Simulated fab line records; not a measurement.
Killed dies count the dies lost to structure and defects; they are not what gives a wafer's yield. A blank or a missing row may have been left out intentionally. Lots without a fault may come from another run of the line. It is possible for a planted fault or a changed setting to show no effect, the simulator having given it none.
Chamber matching :: flow n5Finfet :: 4 sister chambers for N5_BEOL_M0_ALD_136 on aldMetal-04
The step deposits TaN, pulse time 2 s, purge time 3 s, co reactant purge time 2 s. 4 wafers are shown with their chamber, then 12 later ones without.

## WAFERS, EACH WITH ITS CHAMBER
wafer: L089.6
chamber: 0
heaterPowerW (W): 432

wafer: L090.1
chamber: 2
heaterPowerW (W): 387

wafer: L090.4
chamber: 1
heaterPowerW (W): 380

wafer: L090.5
chamber: 3
heaterPowerW (W): 419

## WAFERS WITH NO CHAMBER GIVEN
wafer: L091.2
heaterPowerW (W): 402

wafer: L091.3
heaterPowerW (W): 426

wafer: L091.4
heaterPowerW (W): 436

wafer: L092.2
heaterPowerW (W): 390

wafer: L092.5
heaterPowerW (W): 415

wafer: L092.6
heaterPowerW (W): 430

wafer: L094.1
heaterPowerW (W): 444

wafer: L094.4
heaterPowerW (W): 377

wafer: L094.6
heaterPowerW (W): 385

wafer: L096.3
heaterPowerW (W): 399

wafer: L096.4
heaterPowerW (W): 390

wafer: L096.5
heaterPowerW (W): 394

## WHICH CHAMBER EACH WENT THROUGH
wafer: L091.2
from the rows above: can't be placed: 2 or 3 or 1
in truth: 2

wafer: L091.3
from the rows above: can't be placed: 0 or 3
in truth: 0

wafer: L091.4
from the rows above: can't be placed: 0 or 3
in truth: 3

wafer: L092.2
from the rows above: can't be placed: 2 or 1
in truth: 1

wafer: L092.5
from the rows above: can't be placed: 3 or 0
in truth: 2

wafer: L092.6
from the rows above: can't be placed: 0 or 3
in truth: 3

wafer: L094.1
from the rows above: can't be placed: 0 or 3
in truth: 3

wafer: L094.4
from the rows above: can't be placed: 1 or 2
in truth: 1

wafer: L094.6
from the rows above: can't be placed: 2 or 1
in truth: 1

wafer: L096.3
from the rows above: can't be placed: 2 or 1 or 3
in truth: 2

wafer: L096.4
from the rows above: can't be placed: 2 or 1
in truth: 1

wafer: L096.5
from the rows above: can't be placed: 2 or 1
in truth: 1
0 of 12 placed correctly. From these rows, 12 cannot be placed; in 11 the true chamber is one of the candidates. Wrongly placed: 0.
How it was worked out, from the rows above alone: a wafer's distance from a chamber is the root of the sum, over the readings, of the square of ((its reading less the chamber's mean) divided by the reading's scatter). If the next closest chamber is less than 2 further off than the closest, the wafer can't be placed; otherwise it belongs to the closest. A chamber's mean is the mean of its shown wafers. The scatter: with one shown wafer a chamber, the root of the mean of the squares of how far each hidden wafer lies from its nearest shown one.
